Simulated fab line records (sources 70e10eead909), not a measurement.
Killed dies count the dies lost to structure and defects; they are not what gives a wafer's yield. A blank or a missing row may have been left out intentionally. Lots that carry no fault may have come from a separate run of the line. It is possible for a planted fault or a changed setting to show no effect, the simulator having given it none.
Chamber matching :: flow nand-harc :: NHARC_P_M1_DEP_33 on pecvd-02: 3 sister chambers
The step deposits SiCN, target thk 30 nm. 6 wafers are shown with their chamber, then 7 later ones without.

EACH WAFER AND ITS CHAMBER
wafer: L168.5
chamber: 2
heater-power-w (W): 513
susceptor-temp-C (C): 369.43

wafer: L173.1
chamber: 1
heater-power-w (W): 626
susceptor-temp-C (C): 369.79

wafer: L173.5
chamber: 1
heater-power-w (W): 622
susceptor-temp-C (C): 369.93

wafer: L173.6
chamber: 0
heater-power-w (W): 660
susceptor-temp-C (C): 370.46

wafer: L177.1
chamber: 2
heater-power-w (W): 560
susceptor-temp-C (C): 369.97

wafer: L177.5
chamber: 0
heater-power-w (W): 607
susceptor-temp-C (C): 370.07

WAFERS WHOSE CHAMBER IS MISSING
wafer: L177.6
heater-power-w (W): 534
susceptor-temp-C (C): 370.31

wafer: L179.1
heater-power-w (W): 534
susceptor-temp-C (C): 370.20

wafer: L179.2
heater-power-w (W): 519
susceptor-temp-C (C): 370.00

wafer: L179.6
heater-power-w (W): 542
susceptor-temp-C (C): 369.78

wafer: L187.2
heater-power-w (W): 540
susceptor-temp-C (C): 370.30

wafer: L187.4
heater-power-w (W): 571
susceptor-temp-C (C): 369.83

wafer: L187.6
heater-power-w (W): 543
susceptor-temp-C (C): 369.89

WHICH CHAMBER EACH ONE RAN IN
wafer: L177.6
from the rows above: can't be placed: 2 or 0 or 1
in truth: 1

wafer: L179.1
from the rows above: can't be placed: 2 or 1 or 0
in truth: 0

wafer: L179.2
from the rows above: 2
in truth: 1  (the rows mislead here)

wafer: L179.6
from the rows above: 2
in truth: 2

wafer: L187.2
from the rows above: can't be placed: 2 or 0 or 1
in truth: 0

wafer: L187.4
from the rows above: can't be placed: 2 or 1 or 0
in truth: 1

wafer: L187.6
from the rows above: 2
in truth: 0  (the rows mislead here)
Correctly placed: 1 of 7. These rows do not allow placing 4 (true chamber among the candidates in 4). Wrongly placed: 2.
How it was worked out, from the rows above alone: a wafer's distance from a chamber is the root of the sum, over the readings, of the square of ((its reading less the chamber's mean) divided by the reading's scatter). If the next closest chamber is less than 2 further off than the closest, the wafer can't be placed; otherwise it belongs to the closest. A chamber's mean is the mean of its shown wafers. The scatter: the root of (the sum of the squares of (reading less its chamber's mean) over the shown wafers, divided by (wafers less chambers)).
